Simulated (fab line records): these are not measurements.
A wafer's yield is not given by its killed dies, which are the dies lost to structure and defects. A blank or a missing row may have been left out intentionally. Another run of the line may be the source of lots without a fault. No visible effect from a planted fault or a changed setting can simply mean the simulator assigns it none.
Which tool did it? :: flow n5 finfet :: 9 lots, 27 wafers sampled, at 5 steps of a route of 1938

WHAT THE GAUGES READ, wafer by wafer
N5_HKMG_FIN_CD_MEAS_12: the cd target is 92.8 nm. Usual: cd nm at 92.6 nm, with a standard deviation of 0.8.
lot: L240
measured: day 5 02:01
on: cd sem-01
cd nm (nm): 92.5 91.4 92.8
flag: 

lot: L239
measured: day 5 05:27
on: cd sem-01
cd nm (nm): 91.4 92.3 91.0
flag: 

lot: L241
measured: day 5 17:51
on: cd sem-01
cd nm (nm): 91.7 91.2 93.3
flag: 

lot: L243
measured: day 5 22:21
on: cd sem-03
cd nm (nm): 93.1 93.0 94.1
flag: 

lot: L245
measured: day 6 06:52
on: cd sem-03
cd nm (nm): 92.2 91.8 91.9
flag: 

lot: L253
measured: day 8 08:23
on: cd sem-02
cd nm (nm): 93.8 93.5 93.4
flag: 

lot: L254
measured: day 8 17:08
on: cd sem-03
cd nm (nm): 92.5 92.6 92.3
flag: 

lot: L258
measured: day 9 16:58
on: cd sem-01
cd nm (nm): 93.0 92.6 92.9
flag: 

lot: L259
measured: day 9 22:07
on: cd sem-03
cd nm (nm): 91.8 92.6 91.3
flag: 

N5_BEOL_M4_RC_MEAS_101. Usual: DIBL_N 36.0 mV/V, standard deviation 1.7; DIBL_P 36.2 mV/V, standard deviation 1.9; IOFF_N 0.154 nA/um, standard deviation 0.028; IOFF_P 0.21 nA/um, standard deviation 0.036; ION_N 675 uA/um, standard deviation 11; ION_P 463 uA/um, standard deviation 8.3; SS_N 71.4 mV/dec, standard deviation 0.63; SS_P 73.2 mV/dec, standard deviation 0.55; VT_N 250.2 mV, standard deviation 3; VT_P -251 mV, standard deviation 3.7.
lot: L240
measured: day 10 23:41
on: prober-02
DIBL_N (mV/V): 37.7 38.0 34.4
DIBL_P (mV/V): 38.6 38.8 34.9
IOFF_N (nA/um): 0.180 0.185 0.128
IOFF_P (nA/um): 0.23 0.23 0.17
ION_N (uA/um): 685 679 671
ION_P (uA/um): 477 467 462
SS_N (mV/dec): 71.5 72.4 71.1
SS_P (mV/dec): 73.7 73.4 72.3
VT_N (mV): 249.5 246.9 252.7
VT_P (mV): -247 -248 -250
flag: 

lot: L239
measured: day 11 04:26
on: prober-02
DIBL_N (mV/V): 32.7 35.9 36.7
DIBL_P (mV/V): 32.2 34.8 36.0
IOFF_N (nA/um): 0.103 0.140 0.152
IOFF_P (nA/um): 0.16 0.19 0.20
ION_N (uA/um): 668 672 678
ION_P (uA/um): 463 457 458
SS_N (mV/dec): 70.7 70.7 70.6
SS_P (mV/dec): 72.2 73.0 73.6
VT_N (mV): 255.7 251.5 250.0
VT_P (mV): -256 -255 -251
flag: 

lot: L241
measured: day 11 22:34
on: prober-01
DIBL_N (mV/V): 38.5 34.9 37.2
DIBL_P (mV/V): 40.8 36.2 39.1
IOFF_N (nA/um): 0.191 0.124 0.178
IOFF_P (nA/um): 0.29 0.17 0.20
ION_N (uA/um): 689 654 700
ION_P (uA/um): 480 455 465
SS_N (mV/dec): 71.7 71.2 71.2
SS_P (mV/dec): 73.7 73.0 74.1
VT_N (mV): 247.8 255.7 246.3
VT_P (mV): -241 -254 -252
flag: 

lot: L243
measured: day 12 05:21
on: prober-01
DIBL_N (mV/V): 36.9 35.5 36.7
DIBL_P (mV/V): 37.4 35.5 36.4
IOFF_N (nA/um): 0.154 0.126 0.142
IOFF_P (nA/um): 0.20 0.18 0.23
ION_N (uA/um): 673 660 670
ION_P (uA/um): 455 455 465
SS_N (mV/dec): 71.7 72.1 71.4
SS_P (mV/dec): 73.4 72.6 73.1
VT_N (mV): 252.1 252.8 250.3
VT_P (mV): -252 -252 -247
flag: 

lot: L245
measured: day 12 18:04
on: prober-02
DIBL_N (mV/V): 35.3 37.6 35.9
DIBL_P (mV/V): 34.8 36.5 35.5
IOFF_N (nA/um): 0.139 0.168 0.142
IOFF_P (nA/um): 0.19 0.21 0.19
ION_N (uA/um): 680 674 670
ION_P (uA/um): 463 459 453
SS_N (mV/dec): 71.2 72.3 71.2
SS_P (mV/dec): 73.5 73.3 73.5
VT_N (mV): 248.6 250.2 251.0
VT_P (mV): -253 -250 -254
flag: 

lot: L253
measured: day 14 18:20
on: prober-01
DIBL_N (mV/V): 34.8 32.6 35.5
DIBL_P (mV/V): 35.1 32.5 35.8
IOFF_N (nA/um): 0.140 0.105 0.151
IOFF_P (nA/um): 0.18 0.15 0.20
ION_N (uA/um): 665 658 662
ION_P (uA/um): 452 454 457
SS_N (mV/dec): 71.5 70.6 70.9
SS_P (mV/dec): 73.5 73.3 73.1
VT_N (mV): 250.6 256.1 249.8
VT_P (mV): -255 -255 -253
flag: 

lot: L254
measured: day 15 03:25
on: prober-02
DIBL_N (mV/V): 37.2 39.3 36.8
DIBL_P (mV/V): 37.0 38.5 36.7
IOFF_N (nA/um): 0.177 0.221 0.175
IOFF_P (nA/um): 0.23 0.26 0.24
ION_N (uA/um): 681 682 687
ION_P (uA/um): 468 466 474
SS_N (mV/dec): 71.8 72.9 70.9
SS_P (mV/dec): 73.7 73.6 74.0
VT_N (mV): 250.5 246.6 247.1
VT_P (mV): -249 -246 -248
flag: 

lot: L258
measured: day 15 08:19
on: prober-01
DIBL_N (mV/V): 36.7 37.2 36.0
DIBL_P (mV/V): 35.6 37.2 34.8
IOFF_N (nA/um): 0.158 0.174 0.164
IOFF_P (nA/um): 0.24 0.26 0.23
ION_N (uA/um): 666 677 686
ION_P (uA/um): 465 471 477
SS_N (mV/dec): 71.5 71.2 71.5
SS_P (mV/dec): 73.4 73.7 73.0
VT_N (mV): 252.7 247.7 248.4
VT_P (mV): -247 -243 -247
flag: 

lot: L259
measured: day 15 11:02
on: prober-02
DIBL_N (mV/V): 36.1 35.9 37.9
DIBL_P (mV/V): 36.9 34.8 39.6
IOFF_N (nA/um): 0.145 0.148 0.192
IOFF_P (nA/um): 0.21 0.19 0.25
ION_N (uA/um): 660 662 697
ION_P (uA/um): 455 456 471
SS_N (mV/dec): 71.4 71.4 72.3
SS_P (mV/dec): 73.0 72.7 73.9
VT_N (mV): 253.2 252.0 247.7
VT_P (mV): -253 -252 -249
flag: 

TOOL THAT RAN EACH LOT (tool first, then ch and the chambers of the sampled wafers, then the start)
lot: L240
N5_HKMG_FIN_ETCH_58: rie diel-05 ch 2,3, day 4 22:48
N5_HKMG_FIN_STRIP_93: rie diel-05 ch 2,3, day 4 23:26
N5_HKMG_FIN_PWFM_ALD_03: ald metal-02 ch 0,1, day 5 01:11

lot: L239
N5_HKMG_FIN_ETCH_58: rie diel-05 ch 0,2, day 5 02:21
N5_HKMG_FIN_STRIP_93: rie diel-05 ch 0,2, day 5 02:48
N5_HKMG_FIN_PWFM_ALD_03: ald metal-01 ch 0,1,3, day 5 04:44

lot: L241
N5_HKMG_FIN_ETCH_58: rie diel-03 ch 0,2, day 5 14:52
N5_HKMG_FIN_STRIP_93: rie diel-03 ch 0,2, day 5 15:17
N5_HKMG_FIN_PWFM_ALD_03: ald metal-02 ch 1,2,3, day 5 17:08

lot: L243
N5_HKMG_FIN_ETCH_58: rie diel-05 ch 1,3, day 5 18:53
N5_HKMG_FIN_STRIP_93: rie diel-05 ch 1,3, day 5 19:19
N5_HKMG_FIN_PWFM_ALD_03: ald metal-02 ch 0,1,2, day 5 21:31

lot: L245
N5_HKMG_FIN_ETCH_58: rie diel-05 ch 2, day 6 03:38
N5_HKMG_FIN_STRIP_93: rie diel-05 ch 2, day 6 04:16
N5_HKMG_FIN_PWFM_ALD_03: ald metal-04 ch 1,2,3, day 6 06:02

lot: L253
N5_HKMG_FIN_ETCH_58: rie diel-05 ch 0,3, day 8 05:23
N5_HKMG_FIN_STRIP_93: rie diel-05 ch 0,3, day 8 05:49
N5_HKMG_FIN_PWFM_ALD_03: ald metal-04 ch 2,3, day 8 07:33

lot: L254
N5_HKMG_FIN_ETCH_58: rie diel-03 ch 0,2,3, day 8 14:05
N5_HKMG_FIN_STRIP_93: rie diel-03 ch 0,2,3, day 8 14:31
N5_HKMG_FIN_PWFM_ALD_03: ald metal-04 ch 0,1,2, day 8 16:17

lot: L258
N5_HKMG_FIN_ETCH_58: rie diel-05 ch 2,3, day 9 13:58
N5_HKMG_FIN_STRIP_93: rie diel-05 ch 2,3, day 9 14:24
N5_HKMG_FIN_PWFM_ALD_03: ald metal-02 ch 1,2, day 9 16:07

lot: L259
N5_HKMG_FIN_ETCH_58: rie diel-01 ch 2,3, day 9 18:22
N5_HKMG_FIN_STRIP_93: rie diel-01 ch 2,3, day 9 18:47
N5_HKMG_FIN_PWFM_ALD_03: ald metal-02 ch 0, day 9 20:31
- N5_HKMG_FIN_ETCH_58: etches SOC in N2/H2, target depth 215.8 nm, time 741 s.
- N5_HKMG_FIN_STRIP_93: strips SOC in N2/H2, time 20 s.
- N5_HKMG_FIN_PWFM_ALD_03: deposits TiN, target thk 2 nm, pulse time 1 s, purge time 3 s.

AS READ BY THE TOOLS THEMSELVES (means over the sampled wafers that have a number; for cases with no such wafer, the mark the record gives instead)
N5_HKMG_FIN_ETCH_58. Usual: drypump motor current A 5.8 A, standard deviation 0.49; oes product au 0.81 a.u., standard deviation 0.085; rf vpp V 99.1 V, standard deviation 0.98; showerhead plenum p Torr 2.53 Torr, standard deviation 0.097; throttle valve pct 17.73 %, standard deviation 0.23.
lot: L240
tool: rie diel-05
drypump motor current A (A): 5.6
oes product au (a.u.): 0.75
rf vpp V (V): 98.6
showerhead plenum p Torr (Torr): 2.60
throttle valve pct (%): 17.83
flag: 

lot: L239
tool: rie diel-05
drypump motor current A (A): 5.5
oes product au (a.u.): 0.84
rf vpp V (V): 100.4
showerhead plenum p Torr (Torr): 2.63
throttle valve pct (%): 17.80
flag: 

lot: L241
tool: rie diel-03
drypump motor current A (A): 6.5
oes product au (a.u.): 0.88
rf vpp V (V): 99.9
showerhead plenum p Torr (Torr): 2.56
throttle valve pct (%): 17.83
flag: 

lot: L243
tool: rie diel-05
drypump motor current A (A): 5.8
oes product au (a.u.): 0.68
rf vpp V (V): 98.8
showerhead plenum p Torr (Torr): 2.49
throttle valve pct (%): 17.77
flag: 

lot: L245
tool: rie diel-05
drypump motor current A (A): 5.6
oes product au (a.u.): 0.78
rf vpp V (V): 100.1
showerhead plenum p Torr (Torr): 2.65
throttle valve pct (%): 17.92
flag: 

lot: L253
tool: rie diel-05
drypump motor current A (A): 5.5
oes product au (a.u.): 0.92
rf vpp V (V): 98.9
showerhead plenum p Torr (Torr): 2.51
throttle valve pct (%): 17.40
flag: 

lot: L254
tool: rie diel-03
drypump motor current A (A): 6.1
oes product au (a.u.): 0.79
rf vpp V (V): 99.4
showerhead plenum p Torr (Torr): 2.56
throttle valve pct (%): 18.05
flag: 

lot: L258
tool: rie diel-05
drypump motor current A (A): 5.5
oes product au (a.u.): 0.87
rf vpp V (V): 99.2
showerhead plenum p Torr (Torr): 2.53
throttle valve pct (%): 17.51
flag: 

lot: L259
tool: rie diel-01
drypump motor current A (A): 5.2
oes product au (a.u.): 0.73
rf vpp V (V): 98.8
showerhead plenum p Torr (Torr): 2.41
throttle valve pct (%): 17.62
flag: 

N5_HKMG_FIN_STRIP_93. Usual: drypump motor current A 5.8 A, standard deviation 0.48; oes product au 0.81 a.u., standard deviation 0.087; power w 499.9 W, standard deviation 1.3; rf vpp V 54.2 V, standard deviation 0.9; showerhead plenum p Torr 3.34 Torr, standard deviation 0.12; throttle valve pct 18.9 %, standard deviation 0.3.
lot: L240
tool: rie diel-05
drypump motor current A (A): 5.6
oes product au (a.u.): 0.75
power w (W): 499.9
rf vpp V (V): 54.6
showerhead plenum p Torr (Torr): 3.43
throttle valve pct (%): 19.0
flag: 

lot: L239
tool: rie diel-05
drypump motor current A (A): 5.5
oes product au (a.u.): 0.82
power w (W): 499.8
rf vpp V (V): 55.0
showerhead plenum p Torr (Torr): 3.47
throttle valve pct (%): 19.0
flag: 

lot: L241
tool: rie diel-03
drypump motor current A (A): 6.5
oes product au (a.u.): 0.89
power w (W): 500.7
rf vpp V (V): 53.8
showerhead plenum p Torr (Torr): 3.38
throttle valve pct (%): 19.0
flag: 

lot: L243
tool: rie diel-05
drypump motor current A (A): 5.8
oes product au (a.u.): 0.68
power w (W): 499.2
rf vpp V (V): 54.5
showerhead plenum p Torr (Torr): 3.29
throttle valve pct (%): 19.0
flag: 

lot: L245
tool: rie diel-05
drypump motor current A (A): 5.6
oes product au (a.u.): 0.77
power w (W): 501.2
rf vpp V (V): 54.3
showerhead plenum p Torr (Torr): 3.50
throttle valve pct (%): 19.1
flag: 

lot: L253
tool: rie diel-05
drypump motor current A (A): 5.4
oes product au (a.u.): 0.92
power w (W): 498.9
rf vpp V (V): 54.5
showerhead plenum p Torr (Torr): 3.32
throttle valve pct (%): 18.6
flag: 

lot: L254
tool: rie diel-03
drypump motor current A (A): 6.1
oes product au (a.u.): 0.79
power w (W): 500.2
rf vpp V (V): 53.5
showerhead plenum p Torr (Torr): 3.38
throttle valve pct (%): 19.3
flag: 

lot: L258
tool: rie diel-05
drypump motor current A (A): 5.6
oes product au (a.u.): 0.86
power w (W): 500.0
rf vpp V (V): 54.4
showerhead plenum p Torr (Torr): 3.35
throttle valve pct (%): 18.7
flag: 

lot: L259
tool: rie diel-01
drypump motor current A (A): 5.2
oes product au (a.u.): 0.73
power w (W): 499.9
rf vpp V (V): 53.0
showerhead plenum p Torr (Torr): 3.20
throttle valve pct (%): 18.7
flag: 

N5_HKMG_FIN_PWFM_ALD_03. Usual: heater power w 885 W, standard deviation 96; precursor pulse height rel 1.000, standard deviation 0.019; susceptor temp C 400.00 C, standard deviation 0.22.
lot: L240
tool: ald metal-02
heater power w (W): 967
precursor pulse height rel: 0.997
susceptor temp C (C): 399.96
flag: 

lot: L239
tool: ald metal-01
heater power w (W): 836
precursor pulse height rel: 0.997
susceptor temp C (C): 399.88
flag: 

lot: L241
tool: ald metal-02
heater power w (W): 935
precursor pulse height rel: 0.993
susceptor temp C (C): 408.64
flag: OFF

lot: L243
tool: ald metal-02
heater power w (W): 1004
precursor pulse height rel: 1.007
susceptor temp C (C): 408.62
flag: OFF

lot: L245
tool: ald metal-04
heater power w (W): 793
precursor pulse height rel: 1.007
susceptor temp C (C): 400.13
flag: 

lot: L253
tool: ald metal-04
heater power w (W): 778
precursor pulse height rel: 1.006
susceptor temp C (C): 399.86
flag: 

lot: L254
tool: ald metal-04
heater power w (W): 877
precursor pulse height rel: 0.986
susceptor temp C (C): 399.98
flag: 

lot: L258
tool: ald metal-02
heater power w (W): 916
precursor pulse height rel: 1.006
susceptor temp C (C): 399.75
flag: 

lot: L259
tool: ald metal-02
heater power w (W): 1030
precursor pulse height rel: 1.007
susceptor temp C (C): 399.91
flag: 

THE ANSWER, worked out from the rows above alone
Rule: lot off if the mean of its wafers having a number is beyond 3 standard deviations from the usual mean. Also off: a lot with no number at a reading for which 4 or more lots have one. Any other lot the step has rows for is counted as sound. The gauges are gone through in route order, then the tools' own readings, and for those a lot's mean is taken as printed above. The first step at which some lot is off is used, and at that step the reading that is off furthest; a lot without a number counts as furthest.
Off: L241, L243, at N5_HKMG_FIN_PWFM_ALD_03 (susceptor temp C).
If a tool, at that step or one of the process steps before it, ran each lot that is off and ran no sound lot following the first of them, it fits. No candidate that was tried fits.

WHAT THE SIMULATOR HAD INSERTED
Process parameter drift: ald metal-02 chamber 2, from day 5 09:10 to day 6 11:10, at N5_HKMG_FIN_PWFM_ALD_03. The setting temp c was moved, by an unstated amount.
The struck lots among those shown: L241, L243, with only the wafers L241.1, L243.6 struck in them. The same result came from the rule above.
